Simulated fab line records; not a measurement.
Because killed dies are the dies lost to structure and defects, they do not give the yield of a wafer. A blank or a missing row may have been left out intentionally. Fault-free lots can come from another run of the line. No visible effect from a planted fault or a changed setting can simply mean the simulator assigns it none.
Split-lot study    flow n5-finfet    21 wafers read from 7 lots, route of 1938 steps

ABOUT THE SPLIT
At N5_BEOL_M7_ILD_DEP_00 (deposits SiCOH lowk from DEMS/porogen, target thk 179.75 nm, time 33.4 s), the setting time-s was moved away from the recipe's 33.4 s on 7 of the 21 wafers read, by -12.9% to +13.2%. For the rest of the wafers, this setting stayed at what the recipe calls for.

BETWEEN THE SPLIT AND THE READING: the file shows 1 step in between
- N5_BEOL_M7_CURE_74: cures SiCOH lowk, time 240 s

THE READING
Values of M7_ILD_THK in nm from N5_BEOL_M7_THK_MEAS_01. A value of 154.4 nm with a standard deviation of 2.2 nm is what fault-free wafers of this fab line usually give.

wafer   tool, chamber at the split  time-s as run, s  against the recipe  M7_ILD_THK, nm  against lot-mates on the recipe
L076.3  pecvd-04, 0                 33.4              recipe              156.2           -
L076.4  pecvd-04, 2                 33.4              recipe              157.1           -
L076.6  pecvd-04, 0                 37.82             +13.2%              178.6           +22.0
L078.2  pecvd-02, 1                 33.4              recipe              151.7           -
L078.3  pecvd-02, 1                 36.19             +8.4%               166.0           +14.3
L078.5  pecvd-02, 0                 36.19             +8.4%               165.7           +14.0
L081.1  pecvd-03, 1                 33.4              recipe              150.7           -
L081.5  pecvd-03, 1                 29.46             -11.8%              135.9           -14.8
L081.6  pecvd-03, 0                 29.46             -11.8%              137.9           -12.8
L082.1  pecvd-02, 0                 33.4              recipe              155.1           -
L082.4  pecvd-02, 1                 33.4              recipe              156.3           -
L082.5  pecvd-02, 0                 33.4              recipe              156.1           -
L083.1  pecvd-02, 1                 33.4              recipe              153.7           -
L083.4  pecvd-02, 0                 29.1              -12.9%              135.9           -18.8
L083.6  pecvd-02, 1                 33.4              recipe              155.8           -
L088.1  pecvd-03, 1                 35.9              +7.5%               164.1           +11.0
L088.2  pecvd-03, 2                 33.4              recipe              152.2           -
L088.6  pecvd-03, 1                 33.4              recipe              154.1           -
L093.1  pecvd-03, 0                 33.4              recipe              151.5           -
L093.4  pecvd-03, 2                 33.4              recipe              154.5           -
L093.5  pecvd-03, 0                 33.4              recipe              154.3           -

FIT RESULTS
A straight line over all 21 wafers: M7_ILD_THK changes by +1.52 nm for each +1% of time-s; r = +0.98; the points scatter about the line by 2.1 nm.
The same after taking each lot's own level away (the mean of its wafers on the recipe; 21 wafers): +1.44 nm for each +1%; r = +0.99; scatter 1.5 nm.
Per that fit: largest time-s move, reading shift of 19 nm.
From 150.70 to 156.65 nm: that is the span of the lots' own levels, equal to 2.7 times the standard deviation above.
Hence the lot-to-lot level has little effect on the slope; both slopes agree.
Check: for one of the wafers moved furthest among these (+13.2%), held out of the fit, the line's prediction against its lot-mates is +19 nm. Against them it came out at +22 nm.

OTHER SPLITS APPLIED TO THESE WAFERS
Before the reading, these wafers also passed through other splits. Each is held against what the fit with the lots' levels taken away leaves over:
other split on the same wafers  wafers away from the commonest value  r with M7_ILD_THK (lot level and that fit taken away)
N5_BEOL_M6_COAT_64 spin-rpm     8                                     +0.01

THE WHOLE CHAIN: every reading that the file lists as answering this split, in the file's order
step                    what it does                                                              reading                                                                                   change (the file's fit)               r (the file's)
N5_BEOL_M7_ILD_DEP_00   deposits SiCOH lowk from DEMS/porogen, target thk 179.75 nm, time 33.4 s  SiCOH_lowk_of_BEOL_M7_ILD_DEP_00.thk-nm (the simulator's own value, which no gauge read)  +1.69 nm for each +1% of the setting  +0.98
N5_BEOL_M7_CURE_74      cures SiCOH lowk, time 240 s                                              SiCOH_lowk_of_BEOL_M7_ILD_DEP_00.thk-nm (the simulator's own value, which no gauge read)  +1.47 nm for each +1% of the setting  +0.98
N5_BEOL_M7_THK_MEAS_01                                                                            M7_ILD_THK                                                                                +1.48 for each +1% of the setting     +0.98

FILE'S OWN FIT
M7_ILD_THK changes by +1.48 nm for each +1% of time-s, r = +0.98.
